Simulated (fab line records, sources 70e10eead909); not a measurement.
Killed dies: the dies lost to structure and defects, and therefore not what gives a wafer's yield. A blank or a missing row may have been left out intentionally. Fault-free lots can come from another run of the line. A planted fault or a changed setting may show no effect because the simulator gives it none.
fab line records	flow nand_harc
record: lots: 13	wafers: 39	last_day: 33
route steps=1302 shown A_ONON_D2@546 A_CHANNEL_HOLE_D2@570 END@1302
lots that met no fault: taken from a fault-free run of the same line
start_h: the number of hours between the record's first day and the start of the first shown wafer of the lot	wait_h: hours since the lot's step before	" unchanged from the row above	L1.1+2: a row that stands for several wafers	- no value, or no start given	* or withheld: withheld	< > ~ a bound
route shown NAME@n: NAME is a module with steps in the file, n the number in the route of the first one	usual: mean and standard deviation over wafers with no fault	same: alike in all rows	chamber/n: place in a boat	sites: the reading at each site	_std_site: the values' standard deviation	_edge_site: mean of outer sites minus mean of inner sites	radius_mm: for every site, how far away it sits from the centre of the wafer	mask NAME#n: copy n	behind: the last tool/chamber to shape the wafer	hold: why the lot was held/for how many hours/how that ended	device: the transistor (n, p or np) that didn't switch	end of line: tests of these same wafers at the route's end	a step given without rows: its recipe and nothing more	killed: dies lost to structure and defects at the first sort, not the wafer's yield	map: shows each die of a wafer: x if killed, . if not, _ if none is there
set.NAME: the setting that was run; set.NAME@STEP: the one run at that earlier step	model.NAME: the simulator's own value behind a step, which no gauge read
the route's steps for a sample of lots (tables are steps, rows are wafers)
services: the hour from which a tool's chamber was out of use, counted from the record's first day as start_h (under 0 if before that day), plus the number of hours and why
== steps ==
step: NHARC_A_ONON_D2_THK_MEAS_02
recipe: thk_meas_gauge: ellipsometry
usual: thk_nm: 999/11
lot.wafer	tool	chamber	start_h	wait_h	thk_nm
L762.2	film_metro-02	-	276.90	-	971
L762.3	"	-	"	"	973
L762.5	"	-	"	"	974
L763.1	film_metro-02	-	282.63	-	992
L763.3	"	-	"	"	991
L763.4	"	-	"	"	991
L764.2	film_metro-01	-	282.98	-	1017
L764.4	"	-	"	"	1015
L764.5	"	-	"	"	1017
L770.2	film_metro-02	-	369.97	-	994
L770.3	"	-	"	"	994
L770.6	"	-	"	"	994
L766.1	film_metro-02	-	369.98	-	990
L766.3	"	-	"	"	991
L766.5	"	-	"	"	991
L769.1	film_metro-02	-	370.32	-	991
L769.3	"	-	"	"	991
L769.6	"	-	"	"	991
L771.1	film_metro-01	-	384.97	-	995
L771.2	"	-	"	"	995
L771.4	"	-	"	"	994
L767.1	film_metro-01	-	385.10	-	1007
L767.3	"	-	"	"	1005
L767.5	"	-	"	"	1006
L773.3	film_metro-01	-	392.05	-	1011
L773.4	"	-	"	"	1011
L773.6	"	-	"	"	1011
L776.3	film_metro-02	-	416.65	-	1003
L776.4	"	-	"	"	1003
L776.5	"	-	"	"	1003
L781.1	film_metro-02	-	456.95	-	1005
L781.2	"	-	"	"	1006
L781.5	"	-	"	"	1007
L782.1	film_metro-02	-	468.99	-	1012
L782.2	"	-	"	"	1012
L782.3	"	-	"	"	1010
L783.1	film_metro-02	-	498.17	-	1002
L783.3	"	-	"	"	1002
L783.5	"	-	"	"	1003
step: NHARC_A_ONON_D2_THK_MEAS_11
recipe: thk_meas_gauge: ellipsometry
usual: thk_nm: 997/11
lot.wafer	tool	chamber	start_h	wait_h	thk_nm
L762.2	film_metro-02	-	278.74	-	1002
L762.3	"	-	"	"	1004
L762.5	"	-	"	"	1005
L763.1	film_metro-02	-	284.33	-	1012
L763.3	"	-	"	"	1008
L763.4	"	-	"	"	1011
L764.2	film_metro-02	-	284.69	-	1005
L764.4	"	-	"	"	1006
L764.5	"	-	"	"	1006
L770.2	film_metro-02	-	371.67	-	985
L770.3	"	-	"	"	985
L770.6	"	-	"	"	987
L766.1	film_metro-02	-	371.81	-	997
L766.3	"	-	"	"	999
L766.5	"	-	"	"	999
L769.1	film_metro-02	-	372.02	-	996
L769.3	"	-	"	"	996
L769.6	"	-	"	"	995
L771.1	film_metro-01	-	387.29	-	985
L771.2	"	-	"	"	987
L771.4	"	-	"	"	987
L767.1	film_metro-01	-	387.41	-	1003
L767.3	"	-	"	"	1002
L767.5	"	-	"	"	1003
L773.3	film_metro-01	-	393.78	-	1015
L773.4	"	-	"	"	1016
L773.6	"	-	"	"	1016
L776.3	film_metro-01	-	418.76	-	990
L776.4	"	-	"	"	991
L776.5	"	-	"	"	991
L781.1	film_metro-01	-	458.79	-	986
L781.2	"	-	"	"	988
L781.5	"	-	"	"	986
L782.1	film_metro-02	-	470.69	-	990
L782.2	"	-	"	"	990
L782.3	"	-	"	"	992
L783.1	film_metro-02	-	499.87	-	1006
L783.3	"	-	"	"	1008
L783.5	"	-	"	"	1009
step: NHARC_A_ONON_D2_THK_MEAS_34
recipe: thk_meas_gauge: ellipsometry
usual: thk_nm: 199.6/2.6
lot.wafer	tool	chamber	start_h	wait_h	thk_nm
L762.2	film_metro-01	-	289.37	-	199.2
L762.3	"	-	"	"	195.2
L762.5	"	-	"	"	200.8
L763.1	film_metro-01	-	295.69	-	196.7
L763.3	"	-	"	"	199.9
L763.4	"	-	"	"	202.9
L764.2	film_metro-01	-	295.70	-	197.5
L764.4	"	-	"	"	201.3
L764.5	"	-	"	"	200.3
L770.2	film_metro-01	-	386.63	-	201.8
L770.3	"	-	"	"	197.9
L770.6	"	-	"	"	199.7
L766.1	film_metro-01	-	386.83	-	198.0
L766.3	"	-	"	"	196.4
L766.5	"	-	"	"	200.6
L769.1	film_metro-01	-	386.90	-	199.8
L769.3	"	-	"	"	200.1
L769.6	"	-	"	"	202.6
L767.1	film_metro-01	-	398.77	-	198.2
L767.3	"	-	"	"	197.2
L767.5	"	-	"	"	204.0
L771.1	film_metro-02	-	398.92	-	196.2
L771.2	"	-	"	"	198.1
L771.4	"	-	"	"	200.7
L773.3	film_metro-02	-	404.45	-	198.6
L773.4	"	-	"	"	201.2
L773.6	"	-	"	"	199.0
L776.3	film_metro-01	-	429.21	-	202.9
L776.4	"	-	"	"	198.1
L776.5	"	-	"	"	197.4
L781.1	film_metro-02	-	469.32	-	193.5
L781.2	"	-	"	"	196.2
L781.5	"	-	"	"	199.2
L782.1	film_metro-01	-	481.44	-	198.0
L782.2	"	-	"	"	197.3
L782.3	"	-	"	"	199.9
L783.1	film_metro-02	-	511.21	-	200.6
L783.3	"	-	"	"	199.3
L783.5	"	-	"	"	202.1
step: NHARC_A_CHANNEL_HOLE_D2_DEP_00
recipe: target_thk_a: 31000	temp_c: 400	material: aC
usual: susceptor_temp_C: 400.05/0.23	throttle_valve_pct: 35.000/0.009
lot.wafer	tool	chamber	start_h	wait_h	susceptor_temp_C	throttle_valve_pct
L762.2	acl_dep-02	0	290.77	1.3	399.72	34.989
L762.3	"	0	"	"	399.15	35.007
L762.5	"	0	"	"	399.68	35.003
L764.2	acl_dep-02	0	296.15	0.4	400.43	35.001
L764.4	"	0	"	"	400.28	35.006
L764.5	"	0	"	"	400.01	35.004
L763.1	acl_dep-03	0	296.46	0.7	400.07	35.006
L763.3	"	0	"	"	400.31	35.004
L763.4	"	0	"	"	399.96	35.008
L770.2	acl_dep-02	0	390.01	3.3	-	35.001
L770.3	"	0	"	"	-	34.997
L770.6	"	0	"	"	-	34.996
L766.1	acl_dep-03	0	390.67	3.8	399.88	35.004
L766.3	"	0	"	"	400.22	35.011
L766.5	"	0	"	"	399.66	35.004
L769.1	acl_dep-02	0	391.58	4.6	400.35	34.992
L769.3	"	0	"	"	399.84	34.998
L769.6	"	0	"	"	400.47	35.013
L767.1	acl_dep-03	0	401.50	2.6	399.98	35.015
L767.3	"	0	"	"	400.28	35.000
L767.5	"	0	"	"	400.20	34.999
L771.1	acl_dep-01	-	403.13	4.1	-	-
L771.2	"	-	"	"	-	-
L771.4	"	-	"	"	-	-
L773.3	acl_dep-03	-	408.43	3.9	-	-
L773.4	"	-	"	"	-	-
L773.6	"	-	"	"	-	-
L776.3	acl_dep-01	0	431.59	2.3	400.03	35.006
L776.4	"	0	"	"	399.83	35.003
L776.5	"	0	"	"	399.58	35.011
L781.1	acl_dep-02	0	469.48	0.1	-	35.011
L781.2	"	0	"	"	-	35.026
L781.5	"	0	"	"	-	35.004
L782.1	acl_dep-01	0	483.39	1.9	-	35.009
L782.2	"	0	"	"	-	35.006
L782.3	"	0	"	"	-	34.980
L783.1	acl_dep-01	0	511.68	0.4	399.93	35.007
L783.3	"	0	"	"	399.89	35.000
L783.5	"	0	"	"	399.97	34.995
step: NHARC_A_CHANNEL_HOLE_D2_CD_MEAS_31
usual: cd_nm: 90.7/1.4
lot.wafer	tool	chamber	start_h	wait_h	cd_nm
L762.2	cd_sem-02	-	310.04	-	91.1
L762.3	"	-	"	"	93.4
L762.5	"	-	"	"	90.0
L763.1	cd_sem-01	-	318.22	-	92.4
L763.3	"	-	"	"	91.9
L763.4	"	-	"	"	93.8
L764.2	cd_sem-03	-	319.10	-	89.4
L764.4	"	-	"	"	90.8
L764.5	"	-	"	"	89.9
L770.2	cd_sem-03	-	400.34	-	90.8
L770.3	"	-	"	"	93.9
L770.6	"	-	"	"	94.3
L766.1	cd_sem-02	-	404.48	-	91.4
L766.3	"	-	"	"	90.8
L766.5	"	-	"	"	91.3
L769.1	cd_sem-02	-	405.40	-	91.6
L769.3	"	-	"	"	91.8
L769.6	"	-	"	"	91.2
L771.1	cd_sem-02	-	420.83	0.1	-
L771.2	"	-	"	"	-
L771.4	"	-	"	"	-
L773.3	cd_sem-01	-	432.98	-	-
L773.4	"	-	"	"	-
L773.6	"	-	"	"	-
L767.1	cd_sem-03	-	433.93	-	89.2
L767.3	"	-	"	"	91.6
L767.5	"	-	"	"	92.4
L776.3	cd_sem-01	-	442.29	0.1	90.5
L776.4	"	-	"	"	89.6
L776.5	"	-	"	"	88.9
L781.1	cd_sem-01	-	479.07	-	89.7
L781.2	"	-	"	"	90.3
L781.5	"	-	"	"	91.6
L782.1	cd_sem-01	-	492.92	-	88.2
L782.2	"	-	"	"	90.3
L782.3	"	-	"	"	90.1
L783.1	cd_sem-01	-	521.33	0.1	89.9
L783.3	"	-	"	"	90.4
L783.5	"	-	"	"	88.5
step: NHARC_A_CHANNEL_HOLE_D2_INSPECT_40
usual: raw_defect_count: 271/82
lot.wafer	tool	chamber	start_h	wait_h	raw_defect_count
L762.2	defect_inspect-02	-	310.23	-	213
L762.3	"	-	"	"	217
L762.5	"	-	"	"	165
L763.1	defect_inspect-02	-	318.40	-	319
L763.3	"	-	"	"	193
L763.4	"	-	"	"	364
L764.2	defect_inspect-01	-	319.28	-	264
L764.4	"	-	"	"	241
L764.5	"	-	"	"	327
L770.2	defect_inspect-01	-	400.52	-	257
L770.3	"	-	"	"	315
L770.6	"	-	"	"	345
L766.1	defect_inspect-02	-	404.69	-	343
L766.3	"	-	"	"	497
L766.5	"	-	"	"	368
L769.1	defect_inspect-01	-	405.59	-	202
L769.3	"	-	"	"	229
L769.6	"	-	"	"	156
L771.1	defect_inspect-01	-	421.02	-	4147
L771.2	"	-	"	"	3879
L771.4	"	-	"	"	3895
L773.3	defect_inspect-02	-	433.16	-	3940
L773.4	"	-	"	"	4050
L773.6	"	-	"	"	3959
L767.1	defect_inspect-02	-	434.12	-	158
L767.3	"	-	"	"	336
L767.5	"	-	"	"	245
L776.3	defect_inspect-02	-	442.47	-	329
L776.4	"	-	"	"	234
L776.5	"	-	"	"	232
L781.1	defect_inspect-02	-	479.26	-	243
L781.2	"	-	"	"	202
L781.5	"	-	"	"	163
L782.1	defect_inspect-02	-	493.10	-	242
L782.2	"	-	"	"	273
L782.3	"	-	"	"	162
L783.1	defect_inspect-02	-	521.52	-	214
L783.3	"	-	"	"	168
L783.5	"	-	"	"	253
step: NHARC_END_SORT_01
recipe: temp_c: 25
usual: killed_at_array: 54/18	killed_at_other: 0.9/1.2	killed_at_periphery: 4.4/2.9	killed_dies: 59/18	killed_open: 3.2/1.8	killed_short: 2.6/1.8
same: gross_dies: 677
lot.wafer	tool	chamber	start_h	wait_h	killed_at_array	killed_at_other	killed_at_periphery	killed_dies	killed_open	killed_short
L771.1	prober-02	0	712.54	2.5	677	0	0	677	1	0
L771.2	prober-02	0	713.34	2.8	677	0	0	677	1	0
L771.4	prober-02	0	714.93	3.4	677	0	0	677	0	0
L773.3	prober-01	0	714.17	3.1	675	0	2	677	3	0
L773.4	prober-01	0	714.98	3.4	677	0	0	677	0	0
L773.6	prober-01	0	716.60	4.1	676	0	1	677	0	0
L776.4	prober-01	0	730.72	3.5	65	0	2	67	4	1
killed by level:class
L771.1 A_CHANNEL_HOLE_D2:lost_pattern=663 A_SLIT:chamber_film_flake=7 A_CHANNEL_HOLE_D2:chamber_film_flake=4 A_DECK1_JOINT:geometric_particle:open=1 A_CHANNEL_HOLE_D1:chamber_film_flake=1 A_CONTACT:chamber_film_flake=1
L771.2 A_CHANNEL_HOLE_D2:lost_pattern=667 A_SLIT:chamber_film_flake=5 A_CHANNEL_HOLE_D2:chamber_film_flake=4 A_CHANNEL_FILL_D2:geometric_particle:open=1
L773.3 A_CHANNEL_HOLE_D2:lost_pattern=670 A_CHANNEL_HOLE_D2:chamber_film_flake=2 P_M1:geometric_particle:open=1 A_CHANNEL_HOLE_D1:geometric_particle:open=1 A_ONON_D2:geometric_particle:open=1 P_GATE:chamber_film_flake=1 A_CHANNEL_HOLE_D1:chamber_film_flake=1
L771.4 A_CHANNEL_HOLE_D2:lost_pattern=664 A_SLIT:chamber_film_flake=8 A_CHANNEL_HOLE_D1:chamber_film_flake=2 A_CHANNEL_HOLE_D2:chamber_film_flake=2 A_BLC:chamber_film_flake=1
L773.4 A_CHANNEL_HOLE_D2:lost_pattern=671 A_CHANNEL_HOLE_D1:chamber_film_flake=4 A_CHANNEL_HOLE_D2:chamber_film_flake=2
L773.6 A_CHANNEL_HOLE_D2:lost_pattern=670 A_CHANNEL_HOLE_D2:chamber_film_flake=5 P_GATE:chamber_film_flake=1 A_CHANNEL_HOLE_D1:chamber_film_flake=1
L776.4 A_SLIT:chamber_film_flake=35 A_CHANNEL_HOLE_D1:chamber_film_flake=17 A_WL_FILL:chamber_film_flake=3 P_BONDPAD:chamber_film_flake=2 A_CHANNEL_FILL_D2:chamber_film_flake=2 A_ONON_D2:geometric_particle:open=1 A_CHANNEL_FILL_D2:geometric_particle:open=1 A_CHANNEL_FILL_D2:geometric_particle:short=1
== services ==
tool	chamber	start_h	hours	kind
acl_dep-03	-	299.58	13.0	pm
acl_dep-02	-	308.76	5.6	repair
acl_dep-01	-	369.18	13.0	pm
acl_dep-02	-	423.74	13.0	pm
acl_dep-03	-	453.30	10.2	repair
acl_dep-03	-	480.93	13.0	pm
== key ==
first_sign: step: NHARC_A_CHANNEL_HOLE_D2_DEP_00	reading: tool_record	direction: missing
effect: step: NHARC_A_CHANNEL_HOLE_D2_CD_MEAS_31	reading: cd_nm	direction: missing
effect: step: NHARC_A_CHANNEL_HOLE_D2_INSPECT_40	reading: raw_defect_count	direction: up	sigmas: 45	usual: 271	struck: 3978
effect: step: NHARC_END_SORT_01	reading: killed_at_array	direction: up	sigmas: 34	usual: 54	struck: 676
met_at NHARC_A_CHANNEL_HOLE_D2_DEP_00
struck_lots L771,L773
later_rows_left_out L771.1,L771.2,L771.4,L773.3,L773.4,L773.6
tester_left_out L771,L773
not_acting_at NHARC_A_ONON_D2_THK_MEAS_02,NHARC_A_ONON_D2_THK_MEAS_11,NHARC_A_ONON_D2_THK_MEAS_34
onset_between 401.50 403.13
fault: kind: skipped_step_whole	tool: acl_dep-01,acl_dep-03	chamber: -	onset_h: 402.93	steps: NHARC_A_CHANNEL_HOLE_D2_DEP_00	scope: struck_lots_only
tester_left_out: of these lots the tester's yield and bins aren't shown, on N5 and GAA mostly nor the transistor test; their killed dies are dies lost to structure and defects alone, not to doping, threshold or leakage, so they don't give the yield
later_rows_left_out: the simulator's readings of these wafers behind a module that went badly wrong aren't trusted and aren't shown, but for the sort
